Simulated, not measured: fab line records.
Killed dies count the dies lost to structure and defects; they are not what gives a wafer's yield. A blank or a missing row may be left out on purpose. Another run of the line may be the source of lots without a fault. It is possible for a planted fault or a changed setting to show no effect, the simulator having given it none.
Matching of chambers | flow n5-finfet | N5_BEOL_M9_DESCUM_33 on rie-diel-01: 4 sister chambers
The step chemistry O2, time 7 s. 8 wafers are shown with their chamber, then 7 later ones without.

WAFERS, EACH WITH ITS CHAMBER
wafer  | chamber | showerhead-plenum-p-Torr (Torr) | throttle-valve-pct (%)
L677.3 | 3       | 1.97                            | 20.49
L677.5 | 3       | 1.97                            | 20.50
L679.6 | 1       | 2.07                            | 20.73
L681.1 | 0       | 2.08                            | 20.86
L681.2 | 1       | 2.06                            | 20.75
L681.6 | 2       | 2.15                            | 20.80
L686.4 | 2       | 2.14                            | 20.83
L686.5 | 0       | 2.08                            | 20.86

WAFERS MISSING THEIR CHAMBER
wafer  | showerhead-plenum-p-Torr (Torr) | throttle-valve-pct (%)
L686.6 | 2.06                            | 20.76
L690.3 | 1.97                            | 20.51
L690.5 | 2.14                            | 20.86
L690.6 | 2.08                            | 20.89
L691.1 | 2.08                            | 20.88
L691.5 | 2.08                            | 20.88
L691.6 | 1.97                            | 20.52

WHICH CHAMBER EACH ONE RAN IN
wafer  | from the rows above | in truth
L686.6 | 1                   | 1
L690.3 | 3                   | 3
L690.5 | 2                   | 2
L690.6 | 0                   | 0
L691.1 | 0                   | 0
L691.5 | 0                   | 0
L691.6 | 3                   | 3
Placed correctly: 7 of 7. Can't be placed from these rows: 0. Placed wrongly: 0.
How it was worked out, from the rows above alone: a wafer's distance from a chamber is the root of the sum, over the readings, of the square of ((its reading less the chamber's mean) divided by the reading's scatter). The wafer belongs to the nearest chamber; if the next one is less than 2 further off, it can't be placed. The mean given for a chamber averages the wafers shown for that chamber. The scatter: take each reading less its chamber's mean, square it, sum over the shown wafers, divide by the number of wafers less the number of chambers, and take the root.
